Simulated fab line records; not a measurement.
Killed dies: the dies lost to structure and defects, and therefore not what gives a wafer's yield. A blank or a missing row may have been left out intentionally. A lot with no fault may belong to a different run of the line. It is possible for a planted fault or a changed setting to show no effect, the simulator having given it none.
Matching of chambers    flow nand_harc    4 sister chambers for NHARC_P_STI_ETCH_42 on rie_diel-04
The step etches the open film in N2/H2, target depth 80 nm, overetch 24 nm, time 61 s. 4 wafers are shown with their chamber, then 9 later ones without.

## EACH WAFER AND ITS CHAMBER
wafer   chamber  drypump_motor_current_A (A)
L084.1  0        5.2
L087.1  3        4.8
L087.2  2        5.8
L087.3  1        5.9

## WAFERS WITH NO CHAMBER GIVEN
wafer   drypump_motor_current_A (A)
L090.3  6.0
L090.4  5.9
L090.6  4.8
L092.3  5.8
L092.5  6.0
L092.6  5.1
L095.2  5.9
L095.4  5.8
L095.5  5.7

## WHICH CHAMBER EACH ONE RAN IN
wafer   from the rows above      in truth
L090.3  can't be placed: 1 or 2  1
L090.4  can't be placed: 1 or 2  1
L090.6  3                        3
L092.3  can't be placed: 2 or 1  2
L092.5  can't be placed: 1 or 2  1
L092.6  0                        0
L095.2  can't be placed: 1 or 2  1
L095.4  can't be placed: 2 or 1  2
L095.5  can't be placed: 2 or 1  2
Placed correctly: 2 of 9. From these rows, 7 cannot be placed; in 7 the true chamber is one of the candidates. Placed wrongly: 0.
How it was worked out, from the rows above alone: a wafer's distance from a chamber is the root of the sum, over the readings, of the square of ((its reading less the chamber's mean) divided by the reading's scatter). The wafer belongs to the nearest chamber; if the next one is less than 2 further off, it can't be placed. A chamber's mean is the mean of its shown wafers. The scatter (one wafer shown for each chamber): square how far every hidden wafer sits from the nearest shown wafer, average those squares and take the square root.
